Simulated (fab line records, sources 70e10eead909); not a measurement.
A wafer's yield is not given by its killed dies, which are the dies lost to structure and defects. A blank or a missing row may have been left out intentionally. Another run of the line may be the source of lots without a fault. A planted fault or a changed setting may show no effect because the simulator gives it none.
Comparing a struck lot with a sound one ; flow nand harc ; 20 steps out of a route of 1302
Sound: the wafers L250.2, L250.3, L250.6. Struck: wafer L259.4 (left out: L259.2, L259.3 of the same lot, which were not struck); the cause appears at the end.
Order at every step that has rows: each side's tool, ch and its chambers, its first start. Under that, the readings that differ: sound wafers ; struck wafers ; difference of the means ; sigmas: that difference in standard deviations of wafers without a fault.
alike: readings whose means differ by less than 2 such deviations, and words and numbers that are the same on both sides. not compared: withheld readings, readings that some wafer has no value for, bounds like >300 that may hide the same value, and numbers for which the record gives no deviation and whose values overlap.
Wherever a step has rows on one side only, a row that says differs or no value, or a row with sigmas, the two part there. Numbers that don't overlap but have no deviation are shown without sigmas and don't part them. A reading missing from all wafers of one side parts the sides only when that side holds two or more wafers.

NHARC_P_ZERO_WELL_CD_MEAS_37 targets a cd of 720 nm.
  sound on cd sem-02 ch 0, day 2 20:22; struck on cd sem-03 ch 0, day 6 13:58
  alike: cd nm
then, 1 step without rows for these wafers: NHARC_P_ZERO_WELL_HARDBAKE_38 (time 80 s).
NHARC_P_ZERO_WELL_DESCUM_39: chemistry O2, time 3 s.
  sound on rie diel-07 ch 2,3, day 2 20:32; struck on rie diel-13 ch 2, day 6 14:09
reading;sound;struck;difference;sigmas
drypump motor current A (A);6.3 5.5 6.3;4.8;-1.2;-2
  alike: oes product au, rf vpp V, showerhead plenum p Torr, throttle valve pct
  not compared: rf hours counter h
then, 9 steps without rows for these wafers: NHARC_P_ZERO_WELL_IMPLANT_40; NHARC_P_ZERO_WELL_IMPLANT_59; NHARC_P_ZERO_WELL_IMPLANT_60; NHARC_P_ZERO_WELL_STRIP_41 (strips in SPM, time 840 s); NHARC_P_ZERO_WELL_DEHYDRATE_44 (time 120 s); NHARC_P_ZERO_WELL_HMDS_45 (time 30 s); NHARC_P_ZERO_WELL_COAT_46; NHARC_P_ZERO_WELL_SOFTBAKE_47 (time 95 s); NHARC_P_ZERO_WELL_EBR_48.
NHARC_P_ZERO_WELL_EXPOSE_49: exposes mask P HVPW, target cd 2000 nm.
  sound on krf scanner-03 ch 0, day 2 21:52; struck on krf scanner-03 ch 0, day 6 15:21
  alike: mask, exposure dose mJ cm2
then, 2 steps without rows for these wafers: NHARC_P_ZERO_WELL_PEB_50 (peb time 85 s); NHARC_P_ZERO_WELL_DEVELOP_51 (time 70 s).
NHARC_P_ZERO_WELL_CD_MEAS_52 targets a cd of 2000 nm.
  sound on cd sem-03 ch 0, day 2 22:01; struck on cd sem-01 ch 0, day 6 15:30
reading;sound;struck;difference;sigmas
cd nm (nm);1998.4 2000.2 2000.5;2020.2;+20.5;+16
then, 1 step without rows for these wafers: NHARC_P_ZERO_WELL_HARDBAKE_53 (time 80 s).
NHARC_P_ZERO_WELL_DESCUM_54: chemistry O2, time 3 s.
  sound on rie diel-13 ch 0,2, day 2 22:11; struck on rie diel-13 ch 3, day 6 15:40
reading;sound;struck;difference;sigmas
model.P_ZERO_WELL.cd nm (nm);1998 2001 2000;2021;+21;
  alike: drypump motor current A, oes product au, rf vpp V, showerhead plenum p Torr, throttle valve pct
  not compared: rf hours counter h
then, 2 steps without rows for these wafers: NHARC_P_ZERO_WELL_IMPLANT_55; NHARC_END_SORT_01.

== WHERE THEY PART ==
Last at NHARC_P_ZERO_WELL_CD_MEAS_52 as far as this record goes, first at NHARC_P_ZERO_WELL_DESCUM_39. Later steps at which nothing parts them and some readings are alike: NHARC_P_ZERO_WELL_DESCUM_54.

WHY: the cause the simulator had injected
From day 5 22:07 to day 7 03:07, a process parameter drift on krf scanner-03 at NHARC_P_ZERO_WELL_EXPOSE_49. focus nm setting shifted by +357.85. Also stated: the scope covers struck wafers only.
